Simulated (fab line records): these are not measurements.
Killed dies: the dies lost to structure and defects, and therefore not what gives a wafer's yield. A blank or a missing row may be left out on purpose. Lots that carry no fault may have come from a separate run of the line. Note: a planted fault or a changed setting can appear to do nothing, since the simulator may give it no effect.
Matching of chambers -- flow nand harc -- NHARC_A_CHANNEL_FILL_D2_ALD_02 on ald hk-04: 4 sister chambers
The step deposits SiO2, target thk 6 nm, pulse time 10 s, ald cycles 60. 18 wafers are shown with their chamber, then 9 later ones without.

WAFERS, EACH WITH ITS CHAMBER
wafer,chamber,heater power w (W),precursor pulse height rel
L074.2,0,506,1.019
L074.3,2,440,1.009
L074.6,1,412,1.005
L075.1,0,491,0.992
L075.4,3,457,1.040
L075.5,2,430,0.995
L079.1,1,410,0.968
L079.2,3,463,0.984
L079.4,2,441,1.001
L078.1,2,433,0.997
L078.4,1,415,0.989
L078.6,1,407,0.996
L080.4,1,408,1.012
L080.5,1,408,1.007
L080.6,0,520,1.012
L081.2,2,436,0.970
L081.5,1,407,1.016
L081.6,2,430,1.006

SIGNATURES (means of the wafers above)
reading,chamber 0,chamber 1,chamber 2,chamber 3,scatter within a chamber
heater power w,505.67,409.57,435.00,460.00,6.59
precursor pulse height rel,1.00767,0.99900,0.99633,1.01200,0.018
Rule: for each reading, subtract the chamber's mean from the wafer's reading, divide by that reading's scatter and square the result; add these up over the readings and take the root, which gives the wafer's distance from the chamber. If the next closest chamber is less than 2 further off than the closest, the wafer can't be placed; otherwise it belongs to the closest. The scatter: the root of (the sum of the squares of (reading less its chamber's mean) over the shown wafers, divided by (wafers less chambers)).

WAFERS WHOSE CHAMBER IS MISSING
wafer,heater power w (W),precursor pulse height rel
L084.1,438,0.991
L084.3,514,0.986
L084.5,517,0.994
L088.1,469,0.989
L088.4,515,1.032
L088.5,433,0.980
L096.1,508,0.983
L096.2,443,1.009
L096.3,435,0.988

CHAMBER TAKEN BY EACH
wafer,from the rows above,in truth
L084.1,2,2
L084.3,0,0
L084.5,0,0
L088.1,3,3
L088.4,0,0
L088.5,2,2
L096.1,0,0
L096.2,can't be placed: 2 or 3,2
L096.3,2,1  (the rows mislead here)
7 of 9 placed correctly. Unplaceable from these rows: 1, with the true chamber sitting among the candidates in 1. Number placed wrongly: 1.
